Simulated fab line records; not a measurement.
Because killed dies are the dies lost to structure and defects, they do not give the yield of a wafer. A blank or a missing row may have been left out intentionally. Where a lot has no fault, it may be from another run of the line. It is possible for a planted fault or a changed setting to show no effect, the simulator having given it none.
Chamber matching	flow n5 finfet	4 sister chambers for N5_BEOL_M6_DESCUM_33 on rie diel-01
The step chemistry O2, time 7 s. 8 wafers are shown with their chamber, then 9 later ones without.

## WAFERS WITH THEIR CHAMBER
wafer	chamber	showerhead plenum p Torr (Torr)	drypump motor current A (A)
L074.3	0	2.19	6.2
L079.4	2	2.05	5.6
L081.2	3	2.08	6.4
L081.6	3	2.08	6.4
L082.3	2	2.05	5.5
L084.1	0	2.18	6.2
L084.3	1	2.07	5.9
L084.5	1	2.07	5.9

## WAFERS WITHOUT THEIR CHAMBER
wafer	showerhead plenum p Torr (Torr)	drypump motor current A (A)
L086.3	2.07	5.9
L086.5	2.07	6.4
L086.6	2.05	5.6
L087.1	2.06	5.9
L087.2	2.17	6.2
L087.6	2.07	6.4
L092.3	2.17	6.2
L092.5	2.07	6.4
L092.6	2.17	6.2

## EACH ONE'S CHAMBER
wafer	from the rows above	in truth
L086.3	1	1
L086.5	3	3
L086.6	2	2
L087.1	1	1
L087.2	0	0
L087.6	3	3
L092.3	0	0
L092.5	3	3
L092.6	0	0
Correctly placed: 9 of 9. From these rows, 0 cannot be placed. Placed wrongly: 0.
How it was worked out, from the rows above alone: a wafer's distance from a chamber is the root of the sum, over the readings, of the square of ((its reading less the chamber's mean) divided by the reading's scatter). If the next closest chamber is less than 2 further off than the closest, the wafer can't be placed; otherwise it belongs to the closest. Each chamber's mean is taken over the wafers shown for it. How the scatter is found: for the shown wafers, subtract from each reading the mean of its chamber, square and add these, divide the total by (wafers less chambers), then take the root.
